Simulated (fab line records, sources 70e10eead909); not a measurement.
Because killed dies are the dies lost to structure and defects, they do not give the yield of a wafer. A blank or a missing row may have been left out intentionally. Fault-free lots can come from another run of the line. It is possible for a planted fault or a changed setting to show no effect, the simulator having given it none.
A struck lot beside a sound one    flow nand_harc    40 out of 1159 route steps
Sound: wafers L853.2, L853.4, L853.5. Struck: wafer L867.1 (L867.2, L867.4, from the same lot, were not struck and are left out); the cause is given at the end.
For every step that has rows: the tool of each side, followed by ch and its chambers, followed by its first start. Under that, the readings that differ: sound wafers    struck wafers    difference of the means    sigmas: that difference in standard deviations of wafers without a fault.
alike: same words and numbers on both sides, and readings whose means sit less than 2 such deviations apart. not compared: any withheld reading, any reading some wafer has no value for, any bound like >300 that may hide the same value, and any number with overlapping values for which the record gives no deviation.
Wherever a step has rows on one side only, a row that says differs or no value, or a row with sigmas, the two part there. Numbers that don't overlap but have no deviation are shown without sigmas and don't part them. A reading that every wafer of one side lacks parts them only if that side has two wafers or more.

first, 1 step without rows for these wafers: NHARC_A_BONDPAD_HARDBAKE_10 (time 65 s).
NHARC_A_BONDPAD_DESCUM_11: chemistry O2, time 3 s.
  sound on rie_diel-03 ch 1,3, day 18 06:01; struck on rie_diel-11 ch 2, day 22 04:50
reading                          sound              struck  difference  sigmas
oes_product_au (a.u.)            1.007 1.000 0.992  0.964   -0.036      -2
showerhead_plenum_p_Torr (Torr)  2.01 2.03 2.04     1.84    -0.19       -2
  alike: drypump_motor_current_A, rf_vpp_V, throttle_valve_pct
  not compared: rf_hours_counter_h
then, 1 step without rows for these wafers: NHARC_A_BONDPAD_ETCH_34 (etches the open film in N2/H2, target depth 60 nm, overetch 18 nm, time 65.91 s).
NHARC_A_BONDPAD_ETCH_12: etches the open film in CHF3/O2, target depth 220 nm, time 110 s.
  sound on rie_diel-03 ch 0,2; struck on rie_diel-11 ch 1
  alike: chf3_flow_sccm, drypump_motor_current_A, oes_product_au, rf_vpp_V, showerhead_plenum_p_Torr, throttle_valve_pct
  not compared: rf_hours_counter_h
NHARC_A_BONDPAD_CD_MEAS_13:
  sound on cd_sem-01, day 18 06:20; struck on cd_sem-01, day 22 05:09
  alike: cd_nm
then, 1 step without rows for these wafers: NHARC_A_BONDPAD_STRIP_15 (strips in O2).
NHARC_A_BONDPAD_ETCH_24: etches the open film in CF4/N2, target depth 30 nm, time 72.99 s.
  sound on rie_diel-03 ch 0,1,3; struck on rie_diel-03 ch 3
  alike: drypump_motor_current_A, n2_flow_sccm, oes_product_au, rf_vpp_V, showerhead_plenum_p_Torr, throttle_valve_pct
  not compared: rf_hours_counter_h
then, 1 step without rows for these wafers: NHARC_A_BONDPAD_STRIP_16 (strips in post etch residue remover, time 600 s).
NHARC_A_BONDPAD_DEGAS_25: time 60 s.
  sound on pvd_sputter-02, day 18 06:58; struck on pvd_sputter-01, day 22 05:47
  alike: heater_power_w
  not compared: susceptor_temp_C
then, 3 steps without rows for these wafers: NHARC_A_BONDPAD_PRE_CLEAN_26 (time 30 s); NHARC_A_BONDPAD_PVD_17 (deposits TaN, target thk 5 nm, time 8.06 s); NHARC_A_BONDPAD_PVD_27 (deposits Cu, target thk 30 nm, time 20.49 s).
NHARC_A_BONDPAD_ECD_18: material Cu, target thk 400 nm.
  sound on ecd_cu-02 ch 0,1, day 18 07:19; struck on ecd_cu-02 ch 0,1, day 22 06:08
NHARC_A_BONDPAD_ANNEAL_28: time 90 s.
  sound on rtp_anneal-01 ch 0, day 18 07:46; struck on rtp_anneal-02 ch 0, day 22 06:31
reading            sound                 struck  difference  sigmas
anneal_temp_c_max  225.56 226.19 225.54  226.33  +0.57       +3
  alike: wafer_temp_C_max
then, 2 steps without rows for these wafers: NHARC_A_BONDPAD_CMP_19 (polishes, t overpolish 30 s, cu recess touch 16 s, target thk 169.8 nm); NHARC_A_BONDPAD_SRD_21 (time 30 s, dry time 20 s).
NHARC_A_BONDPAD_INSPECT_23:
  sound on defect_inspect-02, day 18 08:37; struck on defect_inspect-01, day 22 07:23
reading           sound        struck  difference  sigmas
raw_defect_count  489 319 470  763     +337        +2
then, 5 steps without rows for these wafers: NHARC_HYBRID_BOND_ACTIVATE_00 (chemistry N2, time 60 s); NHARC_HYBRID_BOND_PRECLEAN_01 (cleans in DIW, time 300 s); NHARC_HYBRID_BOND_SRD_02 (time 30 s, dry time 20 s); NHARC_HYBRID_BOND_BOND_03; NHARC_HYBRID_BOND_ANNEAL_04 (time 7200 s).
NHARC_HYBRID_BOND_OVL_MEAS_05:
  rows exist in the record for the sound wafers here (overlay-02, day 18 17:20), none for the struck ones
NHARC_HYBRID_BOND_INSPECT_06: inspects for defects (ir void).
  rows exist in the record for the sound wafers here (defect_inspect-01, day 18 17:23), none for the struck ones
then, 2 steps without rows for these wafers: NHARC_THIN_TSV_GRIND_00; NHARC_THIN_TSV_CMP_01 (polishes).
NHARC_THIN_TSV_THK_MEAS_02: measures by ir.
  rows exist in the record for the sound wafers here (film_metro-02, day 18 22:37), none for the struck ones
then, 12 steps without rows for these wafers: NHARC_THIN_TSV_SRD_03; NHARC_THIN_TSV_PRECLEAN_41 (cleans in SC1); NHARC_THIN_TSV_SRD_42; NHARC_THIN_TSV_DEP_43 (deposits SiO2, target thk 1328.5 nm); NHARC_THIN_TSV_DEHYDRATE_04 (time 120 s); NHARC_THIN_TSV_HMDS_05 (time 30 s); NHARC_THIN_TSV_COAT_06; NHARC_THIN_TSV_SOFTBAKE_07 (time 95 s); NHARC_THIN_TSV_EBR_08; NHARC_THIN_TSV_EXPOSE_09 (exposes mask TSV); NHARC_THIN_TSV_PEB_10 (peb time 85 s); NHARC_THIN_TSV_DEVELOP_11 (time 70 s).
NHARC_END_SORT_01:
  only the struck wafers appear in the record here, on prober-01 ch 0 at day 23 14:10; the sound ones have no rows

== WHERE THEY PART ==
First at NHARC_A_BONDPAD_DESCUM_11; last, within this record, at NHARC_END_SORT_01.

WHY: what had been put in by the simulator
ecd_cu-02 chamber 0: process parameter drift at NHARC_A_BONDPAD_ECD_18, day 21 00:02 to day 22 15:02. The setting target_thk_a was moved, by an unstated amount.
